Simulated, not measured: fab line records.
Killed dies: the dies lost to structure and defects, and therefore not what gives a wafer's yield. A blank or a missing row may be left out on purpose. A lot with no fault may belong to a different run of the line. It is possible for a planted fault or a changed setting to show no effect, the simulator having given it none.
fab line records	flow n5-finfet
[record] lots = 14	wafers = 41	last-day = 16
route steps=1938 shown DUMMY_GATE@233 SD_EPI_N@282 SD_EPI_P@319 SD_ACTIVATION@330
lots untouched by any fault: they come from a run of this same line in which no faults occurred
start-h: the number of hours between the record's first day and the start of the first shown wafer of the lot	wait-h: hours from the lot's prior step to this one	" as in the row above	L1.1+2: several wafers, shown together as one row	- value missing, or start not given	* or withheld: withheld	< > ~ a bound
route shown NAME@n: a module of which the file shows steps, and the number in the route of the first	usual: average and standard deviation across the fault-free wafers	same: alike in all rows	chamber/n: place in a boat	sites: the reading at each site	_std_site: the values' standard deviation	_edge_site: the outer-site mean with the inner-site mean subtracted	radius-mm: how far each site lies from the wafer's centre	mask NAME#n: copy n	behind: the most recent tool/chamber to have shaped the wafer	hold: why the lot went on hold/how many hours it stayed there/how the hold came to an end	device: the n, p or np transistor that did not switch	end of line: tests of these same wafers at the route's end	where a step has no rows: the recipe by itself	killed: at the first sort, the dies lost to defects and structure; wafer yield is something else	map: a wafer's dies, marking killed ones x, the rest . and places with no die _
set.NAME: the setting that was run; set.NAME@STEP: the one run at that earlier step	model.NAME: the simulator's own value behind a step, which no gauge read
one table for each step of the route and one row for each wafer, over a sample of lots
services: from which hour (start-h, from the record's first day; less than 0 if before it) a tool's chamber was out of use, for how many hours, and why
[[steps]]
[step N5_DUMMY_GATE_INSPECT_17]
[recipe] mode = adi	inspect-instrument = brightfield
[usual] raw-defect-count = 214/52
lot.wafer	tool	chamber	start-h	wait-h	raw-defect-count
L747.1	defect-inspect-02	-	53.15	0.1	162
L747.2	"	-	"	"	234
L747.3	"	-	"	"	157
L748.2	defect-inspect-02	-	59.52	0.0	213
L748.3	"	-	"	"	210
L748.6	"	-	"	"	243
L749.1	defect-inspect-01	-	65.91	0.1	229
L749.3	"	-	"	"	191
L749.6	"	-	"	"	355
L750.1	defect-inspect-01	-	70.16	0.1	132
L750.5	"	-	"	"	201
L750.6	"	-	"	"	170
L752.2	defect-inspect-01	-	82.93	0.0	328
L752.4	"	-	"	"	258
L752.6	"	-	"	"	232
L753.2	defect-inspect-02	-	88.77	0.0	178
L753.3	"	-	"	"	246
L753.4	"	-	"	"	191
L754.2	defect-inspect-01	-	95.01	0.0	153
L754.3	"	-	"	"	183
L754.6	"	-	"	"	186
L755.1	defect-inspect-02	-	101.18	0.1	216
L755.4	"	-	"	"	307
L755.5	"	-	"	"	284
L756.1	defect-inspect-02	-	111.03	0.1	131
L756.6	"	-	"	"	181
L758.1	defect-inspect-02	-	121.21	0.1	217
L758.3	"	-	"	"	256
L758.4	"	-	"	"	214
L759.1	defect-inspect-02	-	128.92	0.1	250
L759.2	"	-	"	"	279
L759.3	"	-	"	"	221
L762.2	defect-inspect-02	-	142.80	0.0	170
L762.3	"	-	"	"	187
L762.5	"	-	"	"	204
L763.1	defect-inspect-02	-	148.56	0.1	135
L763.3	"	-	"	"	203
L763.5	"	-	"	"	125
L766.2	defect-inspect-02	-	165.73	0.0	234
L766.4	"	-	"	"	297
L766.6	"	-	"	"	322
[step N5_SD_EPI_N_STRIP_38]
[recipe] chemistry = N2/H2	power-w = 1000	temp-c = 250	h2-frac = 0.65	overash-fraction = 0.3	pressure-mtorr = withheld	n2-flow-sccm = 1750	h2-flow-sccm = 3250
[usual] drypump-motor-current-A = 5.4/0.62	heater-power-w = 310/7.6	oes-product-au = 0.762/0.011
lot.wafer	tool	chamber	start-h	wait-h	drypump-motor-current-A	heater-power-w	oes-product-au	rf-hours-counter-h
L747.1	plasma-asher-02	0	56.41	0.1	4.8	295	0.760	84
L747.2	"	1	"	"	6.2	306	0.758	84
L747.3	"	1	"	"	6.2	316	0.761	-
L748.2	plasma-asher-02	0	62.67	0.1	4.8	296	0.741	86
L748.3	"	1	"	"	6.2	310	0.767	-
L748.6	"	0	"	"	4.8	294	0.757	-
L749.1	plasma-asher-02	1	68.87	0.1	6.2	305	0.773	87
L749.3	"	1	"	"	6.1	312	0.760	-
L749.6	"	0	"	"	4.8	299	0.769	-
L750.1	plasma-asher-01	0	73.37	0.1	5.9	315	0.759	36
L750.5	"	1	"	"	4.7	316	0.785	-
L750.6	"	0	"	"	5.9	309	0.775	-
L752.2	plasma-asher-02	0	86.61	0.3	4.8	289	0.728	91
L752.4	"	0	"	"	4.9	298	0.779	-
L752.6	"	0	"	"	4.8	304	0.747	-
L753.2	plasma-asher-01	1	91.89	0.1	4.8	318	0.774	39
L753.3	"	0	"	"	5.9	313	0.771	-
L753.4	"	1	"	"	4.7	316	0.765	-
L754.2	plasma-asher-01	1	98.44	0.1	4.7	316	0.762	40
L754.3	"	1	"	"	4.7	317	0.764	-
L754.6	"	1	"	"	4.8	313	0.763	-
L755.1	plasma-asher-02	1	104.43	0.1	6.1	315	0.774	95
L755.4	"	1	"	"	6.2	315	0.764	-
L755.5	"	0	"	"	4.8	291	0.750	-
L756.1	plasma-asher-02	0	114.32	0.1	4.8	298	0.765	97
L756.6	"	1	"	"	6.2	313	0.755	-
L758.1	plasma-asher-01	1	124.44	0.1	4.8	319	0.760	46
L758.3	"	1	"	"	4.7	312	0.740	-
L758.4	"	0	"	"	5.9	311	0.757	-
L759.1	plasma-asher-01	1	132.36	0.4	4.7	317	0.764	50
L759.2	"	0	"	"	5.9	305	0.753	50
L759.3	"	0	"	"	5.9	307	0.756	-
L762.2	plasma-asher-01	0	145.75	0.1	5.9	309	0.768	54
L762.3	"	0	"	"	5.9	315	0.765	-
L762.5	"	1	"	"	4.7	315	0.762	-
L763.1	plasma-asher-01	0	152.29	0.1	5.9	310	0.771	55
L763.3	"	1	"	"	4.7	313	0.776	-
L763.5	"	1	"	"	4.7	315	0.760	-
L766.2	plasma-asher-02	0	168.67	0.1	4.8	296	0.746	103
L766.4	"	0	"	"	4.8	301	0.756	-
L766.6	"	0	"	"	4.9	294	0.760	-
[step N5_SD_EPI_P_PRECLEAN_51]
[recipe] chemistry = NF3:NH3	afs-cycles = 1	temp-c = 30	time-s = 20	sublimation-temp-c = 180	sublimation-time-s = 60	pressure-torr = 3	rf-power-w = 30
lot.wafer	tool	chamber	start-h	wait-h
L747.1+2+3	epi-rpcvd-04	0	61.98	0.0
L748.2+3+6	epi-rpcvd-03	0	67.58	0.1
L749.1+3+6	epi-rpcvd-04	0	75.46	0.0
L750.1+5+6	epi-rpcvd-02	0	78.23	0.0
L752.2+4+6	epi-rpcvd-02	0	91.29	0.1
L753.2+3+4	epi-rpcvd-03	0	97.07	0.1
L754.2+3+6	epi-rpcvd-04	0	103.16	0.1
L755.1+4+5	epi-rpcvd-04	0	109.54	0.0
L756.1+6	epi-rpcvd-04	0	119.18	0.0
L758.1+3+4	epi-rpcvd-04	0	129.84	0.0
L759.1+2+3	epi-rpcvd-04	0	137.11	0.0
L762.2+3+5	epi-rpcvd-04	0	150.62	0.1
L763.1+3+5	epi-rpcvd-04	0	157.55	0.0
L766.2+4+6	epi-rpcvd-02	0	173.35	0.1
[step N5_SD_EPI_P_EPI_MEAS_23]
[recipe] mode = xrd
[usual] thk-nm = 60.9/1.3
lot.wafer	tool	chamber	start-h	wait-h	thk-nm
L747.1	film-metro-02	-	66.52	3.3	58.4
L747.2	"	-	"	"	60.3
L747.3	"	-	"	"	58.7
L748.2	film-metro-01	-	70.11	1.5	60.5
L748.3	"	-	"	"	61.1
L748.6	"	-	"	"	58.6
L749.1	film-metro-02	-	78.85	2.4	60.9
L749.3	"	-	"	"	60.9
L749.6	"	-	"	"	57.4
L750.1	film-metro-01	-	80.79	1.8	59.4
L750.5	"	-	"	"	60.6
L750.6	"	-	"	"	60.0
L752.2	film-metro-02	-	93.82	1.5	63.3
L752.4	"	-	"	"	61.0
L752.6	"	-	"	"	61.8
L753.2	film-metro-02	-	99.61	1.5	61.8
L753.3	"	-	"	"	61.0
L753.4	"	-	"	"	61.0
L754.2	film-metro-02	-	106.52	2.0	60.4
L754.3	"	-	"	"	60.1
L754.6	"	-	"	"	58.6
L755.1	film-metro-02	-	112.11	1.9	62.4
L755.4	"	-	"	"	63.5
L755.5	"	-	"	"	63.0
L756.1	film-metro-01	-	121.75	1.9	62.3
L756.6	"	-	"	"	61.0
L758.1	film-metro-01	-	132.40	1.8	62.2
L758.3	"	-	"	"	61.4
L758.4	"	-	"	"	58.4
L759.1	film-metro-02	-	139.66	1.8	60.2
L759.2	"	-	"	"	63.1
L759.3	"	-	"	"	62.7
L762.2	film-metro-01	-	153.15	1.5	15.3
L762.3	"	-	"	"	16.8
L762.5	"	-	"	"	14.7
L763.1	film-metro-02	-	160.10	1.8	17.0
L763.3	"	-	"	"	14.3
L763.5	"	-	"	"	15.8
L766.2	film-metro-02	-	175.90	1.5	60.7
L766.4	"	-	"	"	60.4
L766.6	"	-	"	"	63.1
[step N5_SD_ACTIVATION_RTA_00]
[recipe] temp-c = 975	time-s = 0	ambient = N2	idle-temp-c = 600	ramp-up-c-per-s = 150	ramp-down-c-per-s = 60	cool-to-c = 600
[usual] lamp-power-pct = 8.96/0.052	lamp_zone_1_pct = 8.955/0.027	lamp_zone_3_pct = 8.953/0.027	wafer_temp_C_max = 975.0/1.8
[same] time-s = 0
lot.wafer	tool	chamber	start-h	wait-h	lamp-power-pct	lamp_zone_1_pct	lamp_zone_3_pct	wafer_temp_C_max
L747.1	rtp-anneal-02	0	66.84	0.0	8.98	8.981	8.969	972.7
L747.2	"	0	"	"	8.92	9.012	8.953	975.5
L747.3	"	0	"	"	8.97	8.969	9.011	975.5
L748.2	rtp-anneal-02	0	70.45	0.1	8.93	8.923	8.998	974.1
L748.3	"	0	"	"	8.92	8.928	8.935	977.7
L748.6	"	0	"	"	8.97	8.937	8.960	975.7
L749.1	rtp-anneal-01	0	79.87	0.7	9.01	8.921	8.980	976.2
L749.3	"	0	"	"	8.88	9.012	8.926	974.5
L749.6	"	0	"	"	8.95	8.980	8.936	975.4
L750.1	rtp-anneal-02	0	81.15	0.0	8.98	8.964	8.987	972.5
L750.5	"	0	"	"	8.88	8.955	8.929	975.6
L750.6	"	0	"	"	9.02	8.997	8.975	976.8
L752.2	rtp-anneal-02	0	94.07	0.1	8.93	8.944	8.906	975.3
L752.4	"	0	"	"	8.94	8.943	8.989	974.7
L752.6	"	0	"	"	9.00	8.923	8.932	975.4
L753.2	rtp-anneal-02	0	99.84	0.1	8.98	8.920	8.967	977.0
L753.3	"	0	"	"	9.04	8.947	8.927	973.8
L753.4	"	0	"	"	8.94	8.953	8.913	971.6
L754.2	rtp-anneal-02	0	106.75	0.1	8.97	8.961	8.930	976.1
L754.3	"	0	"	"	9.01	8.935	8.974	973.7
L754.6	"	0	"	"	8.94	8.896	8.946	974.3
L755.1	rtp-anneal-01	0	112.42	0.1	9.03	8.954	8.952	973.4
L755.4	"	0	"	"	8.86	8.947	8.907	976.0
L755.5	"	0	"	"	9.02	8.921	8.933	973.4
L756.1	rtp-anneal-01	0	121.95	0.0	8.99	8.987	8.987	974.4
L756.6	"	0	"	"	9.02	8.944	8.914	975.8
L758.1	rtp-anneal-01	0	132.60	0.0	8.95	8.962	8.979	971.9
L758.3	"	0	"	"	8.90	8.964	8.992	977.7
L758.4	"	0	"	"	8.97	8.979	8.962	971.3
L759.1	rtp-anneal-02	0	139.88	0.0	9.04	8.918	8.947	972.8
L759.2	"	0	"	"	8.92	8.924	8.943	975.4
L759.3	"	0	"	"	9.06	8.960	8.957	975.6
L762.2	rtp-anneal-01	0	153.38	0.1	8.99	8.969	8.954	975.6
L762.3	"	0	"	"	9.00	8.966	8.983	977.2
L762.5	"	0	"	"	8.96	8.945	8.916	977.2
L763.1	rtp-anneal-02	0	160.31	0.0	8.92	8.950	8.871	973.0
L763.3	"	0	"	"	9.05	8.988	8.949	973.3
L763.5	"	0	"	"	8.91	8.937	8.943	977.2
L766.2	rtp-anneal-02	0	176.22	0.1	8.95	8.962	8.978	975.0
L766.4	"	0	"	"	8.97	8.992	8.930	973.1
L766.6	"	0	"	"	8.92	8.913	8.982	976.2
[[services]]
tool	chamber	start-h	hours	kind
epi-rpcvd-03	-	59.74	2.8	pm
plasma-asher-01	-	84.16	4.3	pm
plasma-asher-02	-	101.08	0.9	repair
plasma-asher-02	-	121.91	15.6	pm
plasma-asher-02	-	140.75	5.2	repair
[[key]]
[first-sign] step = N5_SD_EPI_P_EPI_MEAS_23	reading = thk-nm	direction = down	sigmas = 35	usual = *	struck = *
effect none on later readings
met-at N5_SD_EPI_P_PRECLEAN_51
struck-lots L762,L763
rows-end L763.1,L763.5
sort-left-out L762.2,L762.3,L762.5,L763.3
tester-left-out L762,L763
not-acting-at N5_DUMMY_GATE_INSPECT_17,N5_SD_EPI_N_STRIP_38,N5_SD_ACTIVATION_RTA_00
onset-between 137.11 150.62
[fault] kind = process-parameter-drift	tool = epi-rpcvd-04	chamber = -	onset-h = 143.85	steps = N5_SD_EPI_P_PRECLEAN_51	channel = time-s	offset = *	shape = step	acts-in = *	stated = *
// tester-left-out: of these lots the tester's yield and bins aren't shown, on N5 and GAA mostly nor the transistor test; their killed dies are dies lost to structure and defects alone, not to doping, threshold or leakage, so they don't give the yield
// sort-left-out: the simulated sort isn't trusted on such a fault, so these wafers' sort isn't shown, and their yield isn't known
// rows-end: these wafers met a further fault down the route, and their rows from its step on are left out
